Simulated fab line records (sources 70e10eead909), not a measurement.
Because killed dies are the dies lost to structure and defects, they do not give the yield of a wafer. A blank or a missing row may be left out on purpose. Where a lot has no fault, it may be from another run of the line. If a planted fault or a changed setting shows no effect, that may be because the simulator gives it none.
Which of the tools did it? / flow nand harc / 14 lots, 42 wafers sampled, at 2 steps of a route of 1159

== WHAT THE GAUGES READ, wafer by wafer ==
NHARC_A_CONTACT_CD_MEAS_42 targets a cd of 200 nm. Usual: cd nm at 200.0 nm, with a standard deviation of 0.51.
lot=L297; measured=day 16 13:42; on=cd sem-02; cd nm (nm)=200.3 200.2 200.4; flag=
lot=L298; measured=day 16 15:57; on=cd sem-01; cd nm (nm)=199.7 200.1 199.7; flag=
lot=L296; measured=day 16 18:16; on=cd sem-01; cd nm (nm)=199.7 200.2 200.4; flag=
lot=L300; measured=day 17 00:56; on=cd sem-02; cd nm (nm)=200.4 201.3 201.0; flag=
lot=L301; measured=day 17 05:49; on=cd sem-01; cd nm (nm)=200.6 200.7 200.8; flag=
lot=L303; measured=day 18 04:44; on=cd sem-02; cd nm (nm)=200.4 199.6 199.9; flag=
lot=L302; measured=day 18 11:00; on=cd sem-02; cd nm (nm)=199.6 199.8 200.2; flag=
lot=L305; measured=day 18 21:13; on=cd sem-01; cd nm (nm)=199.3 199.4 199.5; flag=
lot=L304; measured=day 18 23:36; on=cd sem-03; cd nm (nm)=200.8 200.7 200.2; flag=
lot=L306; measured=day 20 00:27; on=cd sem-02; cd nm (nm)=199.6 200.3 199.7; flag=
lot=L316; measured=day 21 13:31; on=cd sem-02; cd nm (nm)=201.1 200.5 200.7; flag=
lot=L317; measured=day 21 21:59; on=cd sem-03; cd nm (nm)=199.3 200.2 200.0; flag=
lot=L319; measured=day 21 22:47; on=cd sem-03; cd nm (nm)=199.3 199.5 199.2; flag=
lot=L318; measured=day 22 02:05; on=cd sem-01; cd nm (nm)=200.0 200.3 200.4; flag=

== WHAT TOOL EACH LOT RAN ON (gives the tool, then ch and the chambers of the sampled wafers, and finally the start) ==
lot=L297; NHARC_A_CONTACT_DEP_29=pecvd-04 ch 0,1,2, day 16 12:59
lot=L298; NHARC_A_CONTACT_DEP_29=pecvd-04 ch 1,2, day 16 15:21
lot=L296; NHARC_A_CONTACT_DEP_29=pecvd-01 ch 0,2, day 16 17:32
lot=L300; NHARC_A_CONTACT_DEP_29=pecvd-03 ch 0,1,2, day 17 00:25
lot=L301; NHARC_A_CONTACT_DEP_29=pecvd-01 ch 0,1,2, day 17 05:05
lot=L303; NHARC_A_CONTACT_DEP_29=pecvd-01 ch 0,1,2, day 18 04:10
lot=L302; NHARC_A_CONTACT_DEP_29=pecvd-04 ch 0,1,2, day 18 10:18
lot=L305; NHARC_A_CONTACT_DEP_29=pecvd-03 ch 0,2, day 18 20:30
lot=L304; NHARC_A_CONTACT_DEP_29=pecvd-03 ch 0,1,2, day 18 22:56
lot=L306; NHARC_A_CONTACT_DEP_29=pecvd-04 ch 0,1,2, day 19 23:52
lot=L316; NHARC_A_CONTACT_DEP_29=pecvd-04 ch 0,1, day 21 12:48
lot=L317; NHARC_A_CONTACT_DEP_29=pecvd-04 ch 0,1,2, day 21 21:16
lot=L319; NHARC_A_CONTACT_DEP_29=pecvd-04 ch 0,1,2, day 21 22:07
lot=L318; NHARC_A_CONTACT_DEP_29=pecvd-04 ch 0,2, day 22 01:22
- NHARC_A_CONTACT_DEP_29: deposits SiON, target thk 70 nm.

== WHAT THE TOOLS THEMSELVES READ (means of the sampled wafers that have a number; where no wafer has one, the mark that the record gives instead) ==
NHARC_A_CONTACT_DEP_29. Usual: heater power w 757 W, standard deviation 110; showerhead vpp V 1145 V, standard deviation 71.
lot=L297; tool=pecvd-04; heater power w (W)=727; showerhead vpp V (V)=1146; flag=
lot=L298; tool=pecvd-04; heater power w (W)=723; showerhead vpp V (V)=1095; flag=
lot=L296; tool=pecvd-01; heater power w (W)=729; showerhead vpp V (V)=1141; flag=
lot=L300; tool=pecvd-03; heater power w (W)=833; showerhead vpp V (V)=1123; flag=
lot=L301; tool=pecvd-01; heater power w (W)=713; showerhead vpp V (V)=1162; flag=
lot=L303; tool=pecvd-01; heater power w (W)=728; showerhead vpp V (V)=1159; flag=
lot=L302; tool=pecvd-04; heater power w (W)=689; showerhead vpp V (V)=1142; flag=
lot=L305; tool=pecvd-03; heater power w (W)=801; showerhead vpp V (V)=1126; flag=
lot=L304; tool=pecvd-03; heater power w (W)=804; showerhead vpp V (V)=1128; flag=
lot=L306; tool=pecvd-04; heater power w (W)=738; showerhead vpp V (V)=1164; flag=
lot=L316; tool=pecvd-04; heater power w (W)=696; showerhead vpp V (V)=1211; flag=
lot=L317; tool=pecvd-04; heater power w (W)=686; showerhead vpp V (V)=1155; flag=
lot=L319; tool=pecvd-04; heater power w (W)=733; showerhead vpp V (V)=1148; flag=
lot=L318; tool=pecvd-04; heater power w (W)=575; showerhead vpp V (V)=1119; flag=

== THE ANSWER, worked out from the rows above alone ==
Rule: a lot counts as off when the mean over its wafers that have a number is more than 3 standard deviations away from the usual mean. A lot without any number at a reading at which 4 lots or more have one is off too. The other lots that the step has rows for count as sound. After the gauges, taken in route order, come the tools' own readings; for these a lot's mean is taken, as printed above. At the first step where some lot is off, the reading lying furthest off is the one used; lots without a number count as furthest.
Across all readings shown, no lot is off: no conclusion can be drawn from this.

== WHAT THE SIMULATOR HAD INSERTED ==
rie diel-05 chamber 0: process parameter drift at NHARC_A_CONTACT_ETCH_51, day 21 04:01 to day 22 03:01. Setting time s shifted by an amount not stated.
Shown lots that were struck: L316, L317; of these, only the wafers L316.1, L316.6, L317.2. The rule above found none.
